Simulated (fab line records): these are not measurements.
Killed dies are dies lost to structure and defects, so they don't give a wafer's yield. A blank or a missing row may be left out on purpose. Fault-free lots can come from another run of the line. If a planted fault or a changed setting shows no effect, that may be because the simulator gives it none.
fab line records	flow n5_finfet
[record] lots = 7	wafers = 39
route steps=1938 shown FIN_CUT@169 DUMMY_GATE@243 SD_EPI_P@321 SD_ACTIVATION@330
start_h: hours from the record's first day to the start of the lot's first wafer shown	wait_h: time in hours since the lot's previous step	" same as the row above	L1.1+2: a single row standing in for several wafers	- value missing, or start not given	* or withheld: withheld	< > ~ a bound
route shown NAME@n: NAME is a module with steps in the file, n the number in the route of the first one	usual: mean/standard deviation taken from wafers without a fault	same: alike in all rows	chamber/n: place in a boat	sites: the reading at each site	_std_site: the standard deviation of these	_edge_site: mean of outer sites minus mean of inner sites	radius_mm: for every site, how far away it sits from the centre of the wafer	mask NAME#n: copy n	behind: tool/chamber where the wafer was last shaped	hold: what put the lot on hold/how long, in hours/how the hold closed	device: the transistor (n, p or np) that didn't switch	end of line: the route-end tests of the same wafers	for a step that has no rows: nothing shown but its recipe	killed: not the wafer's yield, but the dies lost to structure and defects at the first sort	map: shows each die of a wafer: x if killed, . if not, _ if none is there
set.NAME: the run value of the setting; set.NAME@STEP: its run value at that earlier step	model.NAME: the simulator's own value behind a step, which no gauge read
lots with deliberately changed settings; one table per step, one row per wafer
[[steps]]
[step N5_FIN_CUT_ETCH_21]
[recipe] chemistry = N2/H2	target = SOC	target_depth_a = 2190	overetch_a = 438	mask_material = SiARC	temp_c = 40	ion_energy_ev = 100	bias_w = 61	time_s = 523.5	pressure_mtorr = 30	source_w = 850	n2_flow_sccm = 200	h2_flow_sccm = 200
[usual] rf_vpp_V = 241.0/1.4
lot.wafer	tool	chamber	start_h	wait_h	set.bias_w	rf_vpp_V	model.SiARC_of_FIN_CUT_COAT_19.thk_nm
L075.3	rie_diel-06	0	35.12	0.0	61	241.7	11.8
L075.4	"	1	"	"	61	242.1	12
L075.5	"	0	"	"	61	242.0	11.8
L077.1	rie_diel-06	0	48.56	0.0	61	241.5	11.6
L077.2	"	2	"	"	54.56	226.1	11.8
L077.3	"	3	"	"	61	238.3	11.6
L077.4	"	1	"	"	61	240.4	12
L077.5	"	0	"	"	54.56	224.1	12.2
L077.6	"	1	"	"	54.56	224.2	12.6
L081.1	rie_diel-02	0	69.63	0.0	61	239.7	11.8
L081.2	"	2	"	"	51.18	215.7	13
L081.3	"	3	"	"	61	241.1	12
L081.4	"	1	"	"	51.18	215.5	12.6
L081.5	"	0	"	"	61	239.0	11.8
L081.6	"	3	"	"	51.18	216.9	13
L082.1	rie_diel-02	1	75.11	0.0	61	239.2	11.8
L082.2	"	3	"	"	61	241.6	12
L082.3	"	0	"	"	61	241.1	11.8
L082.4	"	2	"	"	61	240.7	12
L082.5	"	2	"	"	61	240.9	12
L082.6	"	1	"	"	61	238.6	11.8
L084.1	rie_diel-02	3	86.59	0.0	61	243.9	12
L084.2	"	2	"	"	51.51	215.5	12.8
L084.3	"	0	"	"	61	239.7	11.6
L084.4	"	1	"	"	51.51	214.4	12.6
L084.5	"	0	"	"	51.51	214.5	12.4
L084.6	"	3	"	"	61	242.6	12.2
L085.1	rie_diel-02	1	94.26	0.0	67.44	255.9	11.2
L085.2	"	3	"	"	61	242.9	12.2
L085.3	"	0	"	"	61	241.8	11.8
L085.4	"	2	"	"	61	240.4	12
L085.5	"	0	"	"	67.44	257.2	11.2
L085.6	"	1	"	"	67.44	256.5	11.2
L091.1	rie_diel-05	1	129.64	0.0	49.94	212.1	13
L091.2	"	2	"	"	49.94	212.0	12.8
L091.3	"	3	"	"	49.94	212.8	13
L091.4	"	0	"	"	61	242.1	12
L091.5	"	2	"	"	61	241.6	11.8
L091.6	"	1	"	"	61	240.9	11.8
[step N5_DUMMY_GATE_ETCH_31]
[recipe] chemistry = C4F6/O2	target = SiO2	mask_material = SOC	target_depth_a = 825	time_s = 27.5	ion_energy_ev = 250	pressure_mtorr = 30	source_w = 345	bias_w = 185	Ar_flow_sccm = 300	C4F6_flow_sccm = 10	O2_flow_sccm = 10
lot.wafer	tool	chamber	start_h	wait_h	set.target_depth_a	model.etch.depth_nm
L075.3	rie_diel-05	1	58.23	0.0	825	81.17
L075.4	"	3	"	"	825	79.26
L075.5	"	2	"	"	825	83.15
L077.1	rie_diel-06	2	68.17	0.1	756.4	78.66
L077.2	"	1	"	"	756.4	72.36
L077.3	"	0	"	"	825	81.62
L077.4	"	3	"	"	756.4	75.91
L077.5	"	0	"	"	825	81.78
L077.6	"	1	"	"	825	79.61
L081.1	rie_diel-05	2	89.06	0.0	825	84.78
L081.2	"	0	"	"	825	82.09
L081.3	"	1	"	"	825	82.18
L081.4	"	3	"	"	825	80.56
L081.5	"	0	"	"	825	82.73
L081.6	"	3	"	"	825	80.6
L082.1	rie_diel-06	1	96.79	0.0	741.3	72.47
L082.2	"	2	"	"	825	86.01
L082.3	"	3	"	"	825	82.54
L082.4	"	0	"	"	741.3	73.61
L082.5	"	2	"	"	741.3	77.79
L082.6	"	3	"	"	825	83.23
L084.1	rie_diel-05	2	108.67	0.1	784.6	80.01
L084.2	"	3	"	"	784.6	76.08
L084.3	"	1	"	"	784.6	78.36
L084.4	"	0	"	"	825	82.17
L084.5	"	2	"	"	825	84.25
L084.6	"	3	"	"	825	80.91
L085.1	rie_diel-02	3	114.52	0.2	894.1	86.3
L085.2	"	2	"	"	894.1	88.28
L085.3	"	1	"	"	825	83.12
L085.4	"	0	"	"	825	82.27
L085.5	"	2	"	"	825	81.7
L085.6	"	1	"	"	894.1	90.59
L091.1	rie_diel-02	0	148.80	0.1	825	81.97
L091.2	"	1	"	"	825	83.51
L091.3	"	3	"	"	887.5	86.45
L091.4	"	2	"	"	825	80.49
L091.5	"	2	"	"	887.5	86.64
L091.6	"	3	"	"	887.5	86
[step N5_SD_EPI_P_EPI_21]
[recipe] material = SiGe:B	dopant = B	temp_c = 550	pressure_torr = 20	ambient = H2	time_s = 355
lot.wafer	tool	chamber	start_h	wait_h	set.time_s	model.SiGe-B_of_SD_EPI_P_EPI_21.thk_nm
L075.3	epi_rpcvd-01	0	67.04	1.1	355	61.6
L075.4+5	"	0	"	"	355	61.2
L077.1	epi_rpcvd-01	0	77.39	0.2	355	60.8
L077.2	"	0	"	"	355	61.6
L077.3+4	"	0	"	"	400.3	66.2
L077.5	"	0	"	"	400.3	67
L077.6	"	0	"	"	355	60.6
L081.1	epi_rpcvd-04	0	96.74	0.1	355	60.4
L081.2+3	"	0	"	"	355	60.8
L081.4	"	0	"	"	355	60
L081.5	"	0	"	"	355	61
L081.6	"	0	"	"	355	61.2
L082.1	epi_rpcvd-01	0	106.25	0.2	383	64.6
L082.2+5	"	0	"	"	383	63.8
L082.3	"	0	"	"	355	60.6
L082.4	"	0	"	"	355	61
L082.6	"	0	"	"	355	60.8
L084.1+6	epi_rpcvd-04	0	118.79	0.2	355	60.8
L084.2	"	0	"	"	355	60
L084.3+4	"	0	"	"	355	60.6
L084.5	"	0	"	"	355	60.4
L085.1	epi_rpcvd-03	0	123.85	0.1	355	59.6
L085.2+3	"	0	"	"	355	60.4
L085.4+5	"	0	"	"	355	60
L085.6	"	0	"	"	355	60.2
L091.1+3+4	epi_rpcvd-01	0	156.31	0.1	355	60
L091.2+6	"	0	"	"	355	60.2
L091.5	"	0	157.75	1.5	355	59.8
[step N5_SD_EPI_P_HM_STRIP_48]
[recipe] chemistry = H3PO4	temp_c = 160	material = SiNx	target = SiNx	target_depth_a = 30	overetch_fraction = 0.3
[step N5_SD_ACTIVATION_RTA_00]
[recipe] temp_c = 975	time_s = 0	ambient = N2	idle_temp_c = 600	ramp_up_c_per_s = 150	ramp_down_c_per_s = 60	cool_to_c = 600
[step N5_SD_ACTIVATION_LSA_01]
[recipe] temp_c = 1080	time_s = 0.0008	ambient = N2
[step N5_SD_ACTIVATION_RS_MEAS_03]
[recipe] thk_meas_gauge = four-point-probe
[usual] RS_SD_N = 21.91/0.29	RS_SD_P = 56.4/0.82
lot.wafer	tool	chamber	start_h	wait_h	set.time_s@SD_EPI_P_EPI_21	RS_SD_N[ohm/sq]	RS_SD_P[ohm/sq]
L075.3	film_metro-02	-	69.77	0.2	355	22.21	55.2
L075.4	"	-	"	"	355	21.75	55.6
L075.5	"	-	"	"	355	21.59	56.0
L077.1	film_metro-01	-	80.92	0.2	355	22.17	55.5
L077.2	"	-	"	"	355	21.72	55.0
L077.3	"	-	"	"	400.3	22.13	51.4
L077.4	"	-	"	"	400.3	22.01	51.2
L077.5	"	-	"	"	400.3	22.25	50.6
L077.6	"	-	"	"	355	22.17	55.9
L081.1	film_metro-02	-	99.54	0.2	355	21.81	57.4
L081.2	"	-	"	"	355	22.07	56.3
L081.3	"	-	"	"	355	22.11	56.3
L081.4	"	-	"	"	355	22.17	57.6
L081.5	"	-	"	"	355	21.69	56.9
L081.6	"	-	"	"	355	21.84	56.4
L082.1	film_metro-02	-	109.77	0.2	383	21.79	52.4
L082.2	"	-	"	"	383	21.89	53.1
L082.3	"	-	"	"	355	21.87	56.3
L082.4	"	-	"	"	355	21.68	56.3
L082.5	"	-	"	"	383	21.89	53.7
L082.6	"	-	"	"	355	21.73	56.2
L084.1	film_metro-02	-	122.40	0.2	355	22.16	56.7
L084.2	"	-	"	"	355	22.57	57.4
L084.3	"	-	"	"	355	21.95	57.0
L084.4	"	-	"	"	355	22.18	57.1
L084.5	"	-	"	"	355	21.81	57.0
L084.6	"	-	"	"	355	22.27	56.9
L085.1	film_metro-01	-	126.65	0.2	355	22.65	57.9
L085.2	"	-	"	"	355	22.07	57.4
L085.3	"	-	"	"	355	22.27	57.4
L085.4	"	-	"	"	355	22.34	57.8
L085.5	"	-	"	"	355	22.61	57.2
L085.6	"	-	"	"	355	22.54	57.4
L091.1	film_metro-01	-	159.12	0.2	355	22.00	56.1
L091.2	"	-	"	"	355	22.09	56.9
L091.3	"	-	"	"	355	22.22	56.8
L091.4	"	-	"	"	355	21.62	56.7
L091.5	"	-	"	"	355	21.58	56.7
L091.6	"	-	"	"	355	22.02	57.3
[[key]]
[split] step = N5_FIN_CUT_ETCH_21	setting = bias_w	stated = 61	by = wafer
[response] step = N5_FIN_CUT_ETCH_21	reading = rf_vpp_V	change = +1.57	per = 1%	r = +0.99
[response] step = N5_FIN_CUT_ETCH_21	reading = model.SiARC_of_FIN_CUT_COAT_19.thk_nm	change = -0.0562	per = 1%	r = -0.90
[split] step = N5_DUMMY_GATE_ETCH_31	setting = target_depth_a	stated = 825	by = wafer
[response] step = N5_DUMMY_GATE_ETCH_31	reading = model.etch.depth_nm	change = +0.753	per = 1%	r = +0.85
[split] step = N5_SD_EPI_P_EPI_21	setting = time_s	stated = 355	by = wafer
[response] step = N5_SD_EPI_P_EPI_21	reading = model.SiGe-B_of_SD_EPI_P_EPI_21.thk_nm	change = +0.424	per = 1%	r = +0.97
[response] step = N5_SD_ACTIVATION_RS_MEAS_03	reading = RS_SD_P	change = -0.362	per = 1%	r = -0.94
